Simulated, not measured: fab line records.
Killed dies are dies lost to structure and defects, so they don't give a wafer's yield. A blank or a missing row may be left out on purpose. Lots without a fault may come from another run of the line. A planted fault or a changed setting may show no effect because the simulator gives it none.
Matching of chambers || flow n5-finfet || N5_BEOL_M8_CURE_75 on uv-cure-01 has 3 sister chambers
The step cures SiCOH lowk, time 120 s. 6 wafers are shown with their chamber, then 8 later ones without.

== EACH WAFER AND ITS CHAMBER ==
{"wafer": "L076.6", "chamber": 1, "wafer_temp_C_max": 371.8, "lamp-power-pct (%)": 52.35}
{"wafer": "L078.5", "chamber": 0, "wafer_temp_C_max": 370.4, "lamp-power-pct (%)": 52.30}
{"wafer": "L078.6", "chamber": 0, "wafer_temp_C_max": 371.0, "lamp-power-pct (%)": 52.30}
{"wafer": "L081.3", "chamber": 2, "wafer_temp_C_max": 372.0, "lamp-power-pct (%)": 52.37}
{"wafer": "L081.4", "chamber": 2, "wafer_temp_C_max": 371.7, "lamp-power-pct (%)": 52.37}
{"wafer": "L088.1", "chamber": 1, "wafer_temp_C_max": 371.5, "lamp-power-pct (%)": 52.33}

== WAFERS WITH NO CHAMBER GIVEN ==
{"wafer": "L088.4", "wafer_temp_C_max": 371.7, "lamp-power-pct (%)": 52.30}
{"wafer": "L088.5", "wafer_temp_C_max": 372.1, "lamp-power-pct (%)": 52.28}
{"wafer": "L093.3", "wafer_temp_C_max": 370.9, "lamp-power-pct (%)": 52.18}
{"wafer": "L093.5", "wafer_temp_C_max": 370.7, "lamp-power-pct (%)": 52.30}
{"wafer": "L093.6", "wafer_temp_C_max": 371.3, "lamp-power-pct (%)": 52.34}
{"wafer": "L096.1", "wafer_temp_C_max": 373.3, "lamp-power-pct (%)": 52.22}
{"wafer": "L096.5", "wafer_temp_C_max": 372.7, "lamp-power-pct (%)": 52.38}
{"wafer": "L096.6", "wafer_temp_C_max": 372.1, "lamp-power-pct (%)": 52.38}

== EACH ONE'S CHAMBER ==
{"wafer": "L088.4", "from the rows above": "can't be placed: 0 or 1", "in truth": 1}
{"wafer": "L088.5", "from the rows above": 0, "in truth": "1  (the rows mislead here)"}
{"wafer": "L093.3", "from the rows above": 0, "in truth": 0}
{"wafer": "L093.5", "from the rows above": 0, "in truth": 0}
{"wafer": "L093.6", "from the rows above": 1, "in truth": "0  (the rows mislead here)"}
{"wafer": "L096.1", "from the rows above": 0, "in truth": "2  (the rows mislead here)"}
{"wafer": "L096.5", "from the rows above": 2, "in truth": 2}
{"wafer": "L096.6", "from the rows above": 2, "in truth": 2}
Correct placement for 4 of the 8. These rows do not allow placing 1 (true chamber among the candidates in 1). Number placed wrongly: 3.
How it was worked out, from the rows above alone: a wafer's distance from a chamber is the root of the sum, over the readings, of the square of ((its reading less the chamber's mean) divided by the reading's scatter). If the next closest chamber is less than 2 further off than the closest, the wafer can't be placed; otherwise it belongs to the closest. The mean given for a chamber averages the wafers shown for that chamber. How the scatter is found: for the shown wafers, subtract from each reading the mean of its chamber, square and add these, divide the total by (wafers less chambers), then take the root.
